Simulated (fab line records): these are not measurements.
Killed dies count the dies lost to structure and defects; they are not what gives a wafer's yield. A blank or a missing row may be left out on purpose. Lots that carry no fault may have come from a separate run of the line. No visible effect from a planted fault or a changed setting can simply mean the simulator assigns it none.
Which tool is to blame? / flow n5_finfet / 24 lots, 72 wafers sampled, at 4 steps of a route of 1938

WHAT THE GAUGES SHOWED, per wafer
N5_BEOL_M7_CD_MEAS_35 targets a cd of 40 nm.
lot=L074; measured=day 8 17:31; on=cd_sem-03; cd_nm (nm)=38.8 38.7 39.8
lot=L076; measured=day 9 05:41; on=cd_sem-02; cd_nm (nm)=39.7 38.9 40.2
lot=L075; measured=day 9 08:05; on=cd_sem-02; cd_nm (nm)=40.1 39.4 39.6
lot=L077; measured=day 9 11:56; on=cd_sem-02; cd_nm (nm)=40.3 39.8 41.3
lot=L078; measured=day 9 20:35; on=cd_sem-03; cd_nm (nm)=39.9 40.2 39.7
lot=L079; measured=day 10 07:33; on=cd_sem-01; cd_nm (nm)=38.9 40.1 39.4
lot=L081; measured=day 10 09:46; on=cd_sem-03; cd_nm (nm)=39.7 41.3 40.2
lot=L080; measured=day 10 15:41; on=cd_sem-03; cd_nm (nm)=40.3 39.4 40.8
lot=L082; measured=day 10 22:40; on=cd_sem-01; cd_nm (nm)=39.7 40.7 40.3
lot=L083; measured=day 11 07:43; on=cd_sem-01; cd_nm (nm)=40.0 40.1 41.5
lot=L084; measured=day 11 10:25; on=cd_sem-01; cd_nm (nm)=41.0 40.3 39.2
lot=L086; measured=day 11 23:32; on=cd_sem-01; cd_nm (nm)=40.4 40.8 40.5
lot=L088; measured=day 12 05:49; on=cd_sem-01; cd_nm (nm)=39.1 40.0 38.0
lot=L085; measured=day 12 05:48; on=cd_sem-03; cd_nm (nm)=39.3 40.8 39.6
lot=L087; measured=day 12 10:20; on=cd_sem-03; cd_nm (nm)=40.9 39.4 41.1
lot=L089; measured=day 12 14:31; on=cd_sem-01; cd_nm (nm)=40.6 38.9 40.6
lot=L091; measured=day 13 08:16; on=cd_sem-02; cd_nm (nm)=39.6 39.9 40.6
lot=L093; measured=day 13 18:06; on=cd_sem-03; cd_nm (nm)=39.9 39.9 39.3
lot=L090; measured=day 13 17:56; on=cd_sem-01; cd_nm (nm)=38.8 40.0 38.8
lot=L092; measured=day 14 05:13; on=cd_sem-03; cd_nm (nm)=40.0 40.5 40.0
lot=L094; measured=day 14 14:07; on=cd_sem-01; cd_nm (nm)=40.6 41.6 40.1
lot=L095; measured=day 14 14:29; on=cd_sem-01; cd_nm (nm)=40.3 39.5 40.6
lot=L096; measured=day 14 18:02; on=cd_sem-03; cd_nm (nm)=39.9 39.9 39.4
lot=L097; measured=day 15 02:02; on=cd_sem-02; cd_nm (nm)=39.9 38.7 40.5

WHICH TOOL RAN EACH LOT (tool, then ch and the chambers of the sampled wafers, then the start)
lot=L074; N5_BEOL_M6_ETCH_66=rie_diel-02 ch 0,2, day 8 10:25; N5_BEOL_M6_ETCH_41=rie_diel-02 ch 0,2, day 8 11:34 or earlier; N5_BEOL_M6_ALD_77=ald_metal-02 ch 0,1,3, day 8 11:34
lot=L076; N5_BEOL_M6_ETCH_66=rie_diel-02 ch 2,3, day 8 22:41; N5_BEOL_M6_ETCH_41=rie_diel-02 ch 2,3, day 8 23:59 or earlier; N5_BEOL_M6_ALD_77=ald_metal-01 ch 0,3, day 8 23:59
lot=L075; N5_BEOL_M6_ETCH_66=rie_diel-05 ch 1,2, day 9 01:04; N5_BEOL_M6_ETCH_41=rie_diel-05 ch 1,2, day 9 02:32 or earlier; N5_BEOL_M6_ALD_77=ald_metal-01 ch 1,2, day 9 02:32
lot=L077; N5_BEOL_M6_ETCH_66=rie_diel-04 ch 2,3, day 9 03:51; N5_BEOL_M6_ETCH_41=rie_diel-04 ch 2,3, day 9 05:38 or earlier; N5_BEOL_M6_ALD_77=ald_metal-04 ch 0,2,3, day 9 05:38
lot=L078; N5_BEOL_M6_ETCH_66=rie_diel-02 ch 1,2,3, day 9 11:13; N5_BEOL_M6_ETCH_41=rie_diel-02 ch 1,2,3, day 9 12:19 or earlier; N5_BEOL_M6_ALD_77=ald_metal-01 ch 0,1,3, day 9 12:19
lot=L079; N5_BEOL_M6_ETCH_66=rie_diel-05 ch 1,2, day 9 20:50; N5_BEOL_M6_ETCH_41=rie_diel-05 ch 1,2, day 9 23:00 or earlier; N5_BEOL_M6_ALD_77=ald_metal-01 ch 1,2, day 9 23:00
lot=L081; N5_BEOL_M6_ETCH_66=rie_diel-04 ch 0,2, day 10 00:59; N5_BEOL_M6_ETCH_41=rie_diel-04 ch 0,2, day 10 02:50 or earlier; N5_BEOL_M6_ALD_77=ald_metal-02 ch 1,2,3, day 10 02:50
lot=L080; N5_BEOL_M6_ETCH_66=rie_diel-02 ch 0,1,3, day 10 07:10; N5_BEOL_M6_ETCH_41=rie_diel-02 ch 0,1,3, day 10 08:24 or earlier; N5_BEOL_M6_ALD_77=ald_metal-01 ch 0,1,2, day 10 08:24
lot=L082; N5_BEOL_M6_ETCH_66=rie_diel-04 ch 0,3, day 10 12:43; N5_BEOL_M6_ETCH_41=rie_diel-04 ch 0,3, day 10 14:59 or earlier; N5_BEOL_M6_ALD_77=ald_metal-04 ch 0,1,2, day 10 14:59
lot=L083; N5_BEOL_M6_ETCH_66=rie_diel-04 ch 0,1, day 10 22:11; N5_BEOL_M6_ETCH_41=rie_diel-04 ch 0,1, day 10 23:37 or earlier; N5_BEOL_M6_ALD_77=ald_metal-01 ch 0,1, day 10 23:37
lot=L084; N5_BEOL_M6_ETCH_66=rie_diel-05 ch 0,2, day 10 22:58; N5_BEOL_M6_ETCH_41=rie_diel-05 ch 0,2, day 10 23:59 or earlier; N5_BEOL_M6_ALD_77=ald_metal-02 ch 2,3, day 10 23:59
lot=L086; N5_BEOL_M6_ETCH_66=rie_diel-02 ch 0,2,3, day 11 15:52; N5_BEOL_M6_ETCH_41=rie_diel-02 ch 0,2,3, day 11 17:06 or earlier; N5_BEOL_M6_ALD_77=ald_metal-01 ch 0,1,3, day 11 17:06
lot=L088; N5_BEOL_M6_ETCH_66=rie_diel-05 ch 1,2,3, day 11 20:53; N5_BEOL_M6_ETCH_41=rie_diel-05 ch 1,2,3, day 11 22:08 or earlier; N5_BEOL_M6_ALD_77=ald_metal-04 ch 0,1,3, day 11 22:08
lot=L085; N5_BEOL_M6_ETCH_66=rie_diel-04 ch 1,2,3, day 11 21:12; N5_BEOL_M6_ETCH_41=rie_diel-04 ch 1,2,3, day 11 22:29 or earlier; N5_BEOL_M6_ALD_77=ald_metal-01 ch 2,3, day 11 22:29
lot=L087; N5_BEOL_M6_ETCH_66=rie_diel-02 ch 0,2,3, day 12 01:39; N5_BEOL_M6_ETCH_41=rie_diel-02 ch 0,2,3, day 12 02:52 or earlier; N5_BEOL_M6_ALD_77=ald_metal-01 ch 1,2,3, day 12 02:52
lot=L089; N5_BEOL_M6_ETCH_66=rie_diel-04 ch 0,1,3, day 12 07:23; N5_BEOL_M6_ETCH_41=rie_diel-04 ch 0,1,3, day 12 08:38 or earlier; N5_BEOL_M6_ALD_77=ald_metal-04 ch 1,3, day 12 08:38
lot=L091; N5_BEOL_M6_ETCH_66=rie_diel-05 ch 1,2,3, day 12 23:57; N5_BEOL_M6_ETCH_41=rie_diel-05 ch 1,2,3, day 13 01:20 or earlier; N5_BEOL_M6_ALD_77=ald_metal-02 ch 0,1,2, day 13 01:20
lot=L093; N5_BEOL_M6_ETCH_66=rie_diel-04 ch 0,1, day 13 09:08; N5_BEOL_M6_ETCH_41=rie_diel-04 ch 0,1, day 13 10:52 or earlier; N5_BEOL_M6_ALD_77=ald_metal-01 ch 1,2, day 13 10:52
lot=L090; N5_BEOL_M6_ETCH_66=rie_diel-04 ch 0,1,2, day 13 10:55; N5_BEOL_M6_ETCH_41=rie_diel-04 ch 0,1,2, day 13 12:13 or earlier; N5_BEOL_M6_ALD_77=ald_metal-01 ch 0,1,3, day 13 12:13
lot=L092; N5_BEOL_M6_ETCH_66=rie_diel-04 ch 0,3, day 13 20:07; N5_BEOL_M6_ETCH_41=rie_diel-04 ch 0,3, day 13 21:19 or earlier; N5_BEOL_M6_ALD_77=ald_metal-02 ch 0,2,3, day 13 21:19
lot=L094; N5_BEOL_M6_ETCH_66=rie_diel-04 ch 0,2,3, day 14 02:23; N5_BEOL_M6_ETCH_41=rie_diel-04 ch 0,2,3, day 14 03:38 or earlier; N5_BEOL_M6_ALD_77=ald_metal-02 ch 0,1,3, day 14 03:38
lot=L095; N5_BEOL_M6_ETCH_66=rie_diel-04 ch 2,3, day 14 04:50; N5_BEOL_M6_ETCH_41=rie_diel-04 ch 2,3, day 14 06:13 or earlier; N5_BEOL_M6_ALD_77=ald_metal-02 ch 1,2,3, day 14 06:13
lot=L096; N5_BEOL_M6_ETCH_66=rie_diel-04 ch 1,2, day 14 10:17; N5_BEOL_M6_ETCH_41=rie_diel-04 ch 1,2, day 14 11:16 or earlier; N5_BEOL_M6_ALD_77=ald_metal-04 ch 1,2,3, day 14 11:16
lot=L097; N5_BEOL_M6_ETCH_66=rie_diel-04 ch 1,2, day 14 17:19; N5_BEOL_M6_ETCH_41=rie_diel-04 ch 1,2, day 14 18:34 or earlier; N5_BEOL_M6_ALD_77=ald_metal-01 ch 0,2,3, day 14 18:34
- N5_BEOL_M6_ETCH_66: etches SOC in N2/H2, target depth 80 nm, overetch 16 nm, time 120 s.
- N5_BEOL_M6_ETCH_41: etches SiCN in CH3F/O2, target depth 29.7 nm, time 52 s.
- N5_BEOL_M6_ALD_77: deposits TaN, target thk 2 nm, pulse time 2 s, purge time 3 s.

WHAT THE TOOLS THEMSELVES READ (means of the sampled wafers that have a number; where no wafer has one, the mark that the record gives instead)
N5_BEOL_M6_ETCH_66.
lot=L074; tool=rie_diel-02; drypump_motor_current_A (A)=5.8; oes_product_au (a.u.)=0.52; rf_vpp_V (V)=521.6; showerhead_plenum_p_Torr (Torr)=2.49; temp_c (C)=40.05; throttle_valve_pct (%)=18.00
lot=L076; tool=rie_diel-02; drypump_motor_current_A (A)=5.9; oes_product_au (a.u.)=0.52; rf_vpp_V (V)=521.8; showerhead_plenum_p_Torr (Torr)=2.52; temp_c (C)=39.89; throttle_valve_pct (%)=18.03
lot=L075; tool=rie_diel-05; drypump_motor_current_A (A)=5.9; oes_product_au (a.u.)=0.58; rf_vpp_V (V)=524.3; showerhead_plenum_p_Torr (Torr)=2.53; temp_c (C)=40.04; throttle_valve_pct (%)=17.80
lot=L077; tool=rie_diel-04; drypump_motor_current_A (A)=5.6; oes_product_au (a.u.)=0.58; rf_vpp_V (V)=523.1; showerhead_plenum_p_Torr (Torr)=2.51; temp_c (C)=40.04; throttle_valve_pct (%)=18.00
lot=L078; tool=rie_diel-02; drypump_motor_current_A (A)=6.0; oes_product_au (a.u.)=0.58; rf_vpp_V (V)=523.6; showerhead_plenum_p_Torr (Torr)=2.55; temp_c (C)=39.96; throttle_valve_pct (%)=17.88
lot=L079; tool=rie_diel-05; drypump_motor_current_A (A)=5.9; oes_product_au (a.u.)=0.57; rf_vpp_V (V)=523.9; showerhead_plenum_p_Torr (Torr)=2.53; temp_c (C)=40.05; throttle_valve_pct (%)=17.81
lot=L081; tool=rie_diel-04; drypump_motor_current_A (A)=5.5; oes_product_au (a.u.)=0.60; rf_vpp_V (V)=526.3; showerhead_plenum_p_Torr (Torr)=2.65; temp_c (C)=40.12; throttle_valve_pct (%)=18.07
lot=L080; tool=rie_diel-02; drypump_motor_current_A (A)=6.2; oes_product_au (a.u.)=0.58; rf_vpp_V (V)=523.4; showerhead_plenum_p_Torr (Torr)=2.52; temp_c (C)=39.84; throttle_valve_pct (%)=17.75
lot=L082; tool=rie_diel-04; drypump_motor_current_A (A)=5.8; oes_product_au (a.u.)=0.65; rf_vpp_V (V)=526.4; showerhead_plenum_p_Torr (Torr)=2.63; temp_c (C)=40.00; throttle_valve_pct (%)=17.72
lot=L083; tool=rie_diel-04; drypump_motor_current_A (A)=5.6; oes_product_au (a.u.)=0.60; rf_vpp_V (V)=527.8; showerhead_plenum_p_Torr (Torr)=2.68; temp_c (C)=39.99; throttle_valve_pct (%)=17.86
lot=L084; tool=rie_diel-05; drypump_motor_current_A (A)=5.3; oes_product_au (a.u.)=0.59; rf_vpp_V (V)=521.5; showerhead_plenum_p_Torr (Torr)=2.42; temp_c (C)=40.06; throttle_valve_pct (%)=17.61
lot=L086; tool=rie_diel-02; drypump_motor_current_A (A)=6.1; oes_product_au (a.u.)=0.58; rf_vpp_V (V)=522.6; showerhead_plenum_p_Torr (Torr)=2.48; temp_c (C)=40.08; throttle_valve_pct (%)=17.79
lot=L088; tool=rie_diel-05; drypump_motor_current_A (A)=5.7; oes_product_au (a.u.)=0.59; rf_vpp_V (V)=522.6; showerhead_plenum_p_Torr (Torr)=2.48; temp_c (C)=40.01; throttle_valve_pct (%)=17.90
lot=L085; tool=rie_diel-04; drypump_motor_current_A (A)=5.6; oes_product_au (a.u.)=0.65; rf_vpp_V (V)=523.2; showerhead_plenum_p_Torr (Torr)=2.53; temp_c (C)=40.00; throttle_valve_pct (%)=17.65
lot=L087; tool=rie_diel-02; drypump_motor_current_A (A)=6.1; oes_product_au (a.u.)=0.58; rf_vpp_V (V)=522.2; showerhead_plenum_p_Torr (Torr)=2.48; temp_c (C)=39.98; throttle_valve_pct (%)=17.78
lot=L089; tool=rie_diel-04; drypump_motor_current_A (A)=5.7; oes_product_au (a.u.)=0.60; rf_vpp_V (V)=525.1; showerhead_plenum_p_Torr (Torr)=2.59; temp_c (C)=40.05; throttle_valve_pct (%)=17.67
lot=L091; tool=rie_diel-05; drypump_motor_current_A (A)=5.7; oes_product_au (a.u.)=0.59; rf_vpp_V (V)=522.3; showerhead_plenum_p_Torr (Torr)=2.47; temp_c (C)=40.18; throttle_valve_pct (%)=17.91
lot=L093; tool=rie_diel-04; drypump_motor_current_A (A)=5.5; oes_product_au (a.u.)=0.59; rf_vpp_V (V)=527.0; showerhead_plenum_p_Torr (Torr)=2.67; temp_c (C)=40.02; throttle_valve_pct (%)=17.90
lot=L090; tool=rie_diel-04; drypump_motor_current_A (A)=5.5; oes_product_au (a.u.)=0.62; rf_vpp_V (V)=525.6; showerhead_plenum_p_Torr (Torr)=2.61; temp_c (C)=40.01; throttle_valve_pct (%)=17.89
lot=L092; tool=rie_diel-04; drypump_motor_current_A (A)=5.8; oes_product_au (a.u.)=0.63; rf_vpp_V (V)=525.9; showerhead_plenum_p_Torr (Torr)=2.61; temp_c (C)=39.87; throttle_valve_pct (%)=17.77
lot=L094; tool=rie_diel-04; drypump_motor_current_A (A)=5.7; oes_product_au (a.u.)=0.65; rf_vpp_V (V)=522.6; showerhead_plenum_p_Torr (Torr)=2.55; temp_c (C)=39.97; throttle_valve_pct (%)=17.77
lot=L095; tool=rie_diel-04; drypump_motor_current_A (A)=5.8; oes_product_au (a.u.)=0.67; rf_vpp_V (V)=522.9; showerhead_plenum_p_Torr (Torr)=2.47; temp_c (C)=40.03; throttle_valve_pct (%)=17.56
lot=L096; tool=rie_diel-04; drypump_motor_current_A (A)=5.3; oes_product_au (a.u.)=0.72; rf_vpp_V (V)=523.3; showerhead_plenum_p_Torr (Torr)=2.54; temp_c (C)=39.95; throttle_valve_pct (%)=17.76
lot=L097; tool=rie_diel-04; drypump_motor_current_A (A)=5.3; oes_product_au (a.u.)=0.70; rf_vpp_V (V)=523.2; showerhead_plenum_p_Torr (Torr)=2.54; temp_c (C)=39.93; throttle_valve_pct (%)=17.77

N5_BEOL_M6_ETCH_41.
lot=L074; tool=rie_diel-02; drypump_motor_current_A (A)=5.8; oes_product_au (a.u.)=0.68; rf_vpp_V (V)=296.2; showerhead_plenum_p_Torr (Torr)=1.94; throttle_valve_pct (%)=16.44
lot=L076; tool=rie_diel-02; drypump_motor_current_A (A)=5.9; oes_product_au (a.u.)=0.68; rf_vpp_V (V)=296.5; showerhead_plenum_p_Torr (Torr)=1.97; throttle_valve_pct (%)=16.43
lot=L075; tool=rie_diel-05; drypump_motor_current_A (A)=6.0; oes_product_au (a.u.)=0.73; rf_vpp_V (V)=297.4; showerhead_plenum_p_Torr (Torr)=1.99; throttle_valve_pct (%)=16.31
lot=L077; tool=rie_diel-04; drypump_motor_current_A (A)=5.5; oes_product_au (a.u.)=0.75; rf_vpp_V (V)=296.4; showerhead_plenum_p_Torr (Torr)=1.97; throttle_valve_pct (%)=16.36
lot=L078; tool=rie_diel-02; drypump_motor_current_A (A)=6.0; oes_product_au (a.u.)=0.75; rf_vpp_V (V)=297.5; showerhead_plenum_p_Torr (Torr)=1.99; throttle_valve_pct (%)=16.21
lot=L079; tool=rie_diel-05; drypump_motor_current_A (A)=5.9; oes_product_au (a.u.)=0.74; rf_vpp_V (V)=297.1; showerhead_plenum_p_Torr (Torr)=1.98; throttle_valve_pct (%)=16.33
lot=L081; tool=rie_diel-04; drypump_motor_current_A (A)=5.5; oes_product_au (a.u.)=0.78; rf_vpp_V (V)=297.5; showerhead_plenum_p_Torr (Torr)=2.06; throttle_valve_pct (%)=16.38
lot=L080; tool=rie_diel-02; drypump_motor_current_A (A)=6.2; oes_product_au (a.u.)=0.74; rf_vpp_V (V)=297.5; showerhead_plenum_p_Torr (Torr)=1.97; throttle_valve_pct (%)=16.14
lot=L082; tool=rie_diel-04; drypump_motor_current_A (A)=5.8; oes_product_au (a.u.)=0.85; rf_vpp_V (V)=298.6; showerhead_plenum_p_Torr (Torr)=2.06; throttle_valve_pct (%)=16.15
lot=L083; tool=rie_diel-04; drypump_motor_current_A (A)=5.5; oes_product_au (a.u.)=0.78; rf_vpp_V (V)=299.2; showerhead_plenum_p_Torr (Torr)=2.09; throttle_valve_pct (%)=16.24
lot=L084; tool=rie_diel-05; drypump_motor_current_A (A)=5.4; oes_product_au (a.u.)=0.76; rf_vpp_V (V)=295.3; showerhead_plenum_p_Torr (Torr)=1.89; throttle_valve_pct (%)=16.11
lot=L086; tool=rie_diel-02; drypump_motor_current_A (A)=6.1; oes_product_au (a.u.)=0.75; rf_vpp_V (V)=296.1; showerhead_plenum_p_Torr (Torr)=1.95; throttle_valve_pct (%)=16.20
lot=L088; tool=rie_diel-05; drypump_motor_current_A (A)=5.7; oes_product_au (a.u.)=0.77; rf_vpp_V (V)=296.4; showerhead_plenum_p_Torr (Torr)=1.95; throttle_valve_pct (%)=16.39
lot=L085; tool=rie_diel-04; drypump_motor_current_A (A)=5.6; oes_product_au (a.u.)=0.84; rf_vpp_V (V)=297.9; showerhead_plenum_p_Torr (Torr)=1.99; throttle_valve_pct (%)=16.09
lot=L087; tool=rie_diel-02; drypump_motor_current_A (A)=6.1; oes_product_au (a.u.)=0.74; rf_vpp_V (V)=296.4; showerhead_plenum_p_Torr (Torr)=1.95; throttle_valve_pct (%)=16.21
lot=L089; tool=rie_diel-04; drypump_motor_current_A (A)=5.7; oes_product_au (a.u.)=0.79; rf_vpp_V (V)=298.9; showerhead_plenum_p_Torr (Torr)=2.04; throttle_valve_pct (%)=16.15
lot=L091; tool=rie_diel-05; drypump_motor_current_A (A)=5.7; oes_product_au (a.u.)=0.76; rf_vpp_V (V)=296.0; showerhead_plenum_p_Torr (Torr)=1.94; throttle_valve_pct (%)=16.40
lot=L093; tool=rie_diel-04; drypump_motor_current_A (A)=5.5; oes_product_au (a.u.)=0.76; rf_vpp_V (V)=299.0; showerhead_plenum_p_Torr (Torr)=2.09; throttle_valve_pct (%)=16.29
lot=L090; tool=rie_diel-04; drypump_motor_current_A (A)=5.5; oes_product_au (a.u.)=0.80; rf_vpp_V (V)=298.8; showerhead_plenum_p_Torr (Torr)=2.04; throttle_valve_pct (%)=16.24
lot=L092; tool=rie_diel-04; drypump_motor_current_A (A)=5.7; oes_product_au (a.u.)=0.82; rf_vpp_V (V)=297.9; showerhead_plenum_p_Torr (Torr)=2.04; throttle_valve_pct (%)=16.20
lot=L094; tool=rie_diel-04; drypump_motor_current_A (A)=5.6; oes_product_au (a.u.)=0.85; rf_vpp_V (V)=297.9; showerhead_plenum_p_Torr (Torr)=2.00; throttle_valve_pct (%)=16.16
lot=L095; tool=rie_diel-04; drypump_motor_current_A (A)=5.8; oes_product_au (a.u.)=0.86; rf_vpp_V (V)=296.3; showerhead_plenum_p_Torr (Torr)=1.95; throttle_valve_pct (%)=16.04
lot=L096; tool=rie_diel-04; drypump_motor_current_A (A)=5.4; oes_product_au (a.u.)=0.92; rf_vpp_V (V)=296.7; showerhead_plenum_p_Torr (Torr)=1.99; throttle_valve_pct (%)=16.06
lot=L097; tool=rie_diel-04; drypump_motor_current_A (A)=5.4; oes_product_au (a.u.)=0.92; rf_vpp_V (V)=297.2; showerhead_plenum_p_Torr (Torr)=1.99; throttle_valve_pct (%)=16.07

N5_BEOL_M6_ALD_77.
lot=L074; tool=ald_metal-02; heater_power_w (W)=399; precursor_vessel_pressure_torr (Torr)=26.29
lot=L076; tool=ald_metal-01; heater_power_w (W)=439; precursor_vessel_pressure_torr (Torr)=26.26
lot=L075; tool=ald_metal-01; heater_power_w (W)=466; precursor_vessel_pressure_torr (Torr)=26.24
lot=L077; tool=ald_metal-04; heater_power_w (W)=388; precursor_vessel_pressure_torr (Torr)=26.23
lot=L078; tool=ald_metal-01; heater_power_w (W)=441; precursor_vessel_pressure_torr (Torr)=26.23
lot=L079; tool=ald_metal-01; heater_power_w (W)=465; precursor_vessel_pressure_torr (Torr)=26.30
lot=L081; tool=ald_metal-02; heater_power_w (W)=420; precursor_vessel_pressure_torr (Torr)=26.28
lot=L080; tool=ald_metal-01; heater_power_w (W)=454; precursor_vessel_pressure_torr (Torr)=26.29
lot=L082; tool=ald_metal-04; heater_power_w (W)=390; precursor_vessel_pressure_torr (Torr)=26.20
lot=L083; tool=ald_metal-01; heater_power_w (W)=427; precursor_vessel_pressure_torr (Torr)=26.24
lot=L084; tool=ald_metal-02; heater_power_w (W)=433; precursor_vessel_pressure_torr (Torr)=26.28
lot=L086; tool=ald_metal-01; heater_power_w (W)=438; precursor_vessel_pressure_torr (Torr)=26.30
lot=L088; tool=ald_metal-04; heater_power_w (W)=383; precursor_vessel_pressure_torr (Torr)=26.25
lot=L085; tool=ald_metal-01; heater_power_w (W)=457; precursor_vessel_pressure_torr (Torr)=26.26
lot=L087; tool=ald_metal-01; heater_power_w (W)=458; precursor_vessel_pressure_torr (Torr)=26.24
lot=L089; tool=ald_metal-04; heater_power_w (W)=382; precursor_vessel_pressure_torr (Torr)=26.28
lot=L091; tool=ald_metal-02; heater_power_w (W)=412; precursor_vessel_pressure_torr (Torr)=26.26
lot=L093; tool=ald_metal-01; heater_power_w (W)=465; precursor_vessel_pressure_torr (Torr)=26.28
lot=L090; tool=ald_metal-01; heater_power_w (W)=439; precursor_vessel_pressure_torr (Torr)=26.24
lot=L092; tool=ald_metal-02; heater_power_w (W)=421; precursor_vessel_pressure_torr (Torr)=26.31
lot=L094; tool=ald_metal-02; heater_power_w (W)=394; precursor_vessel_pressure_torr (Torr)=26.27
lot=L095; tool=ald_metal-02; heater_power_w (W)=411; precursor_vessel_pressure_torr (Torr)=26.26
lot=L096; tool=ald_metal-04; heater_power_w (W)=392; precursor_vessel_pressure_torr (Torr)=26.20
lot=L097; tool=ald_metal-01; heater_power_w (W)=452; precursor_vessel_pressure_torr (Torr)=26.32

THE ANSWER, worked out from the rows above alone
Rule: the usual values come from the lots themselves. Put in order of their means at a reading, lots are off if they are a third of the lots or fewer, leave a main group of 4 or more, and stand apart from it by a gap of 3 or more times the standard deviation of the main group's means; of several such gaps the widest counts. If all means in a main group match to the digits the tables above print for the reading, that group is not used. Also off: a lot with no number at a reading for which 4 or more lots have one. Where the step has rows for the other lots, those lots are counted as sound. The gauges are gone through in route order, then the tools' own readings, and for those a lot's mean is taken as printed above. The first step at which some lot is off is used, and at that step the reading that is off furthest; a lot without a number counts as furthest.
Nothing can be told from this: no lot is off at any reading shown.

WHAT THE SIMULATOR PUT IN
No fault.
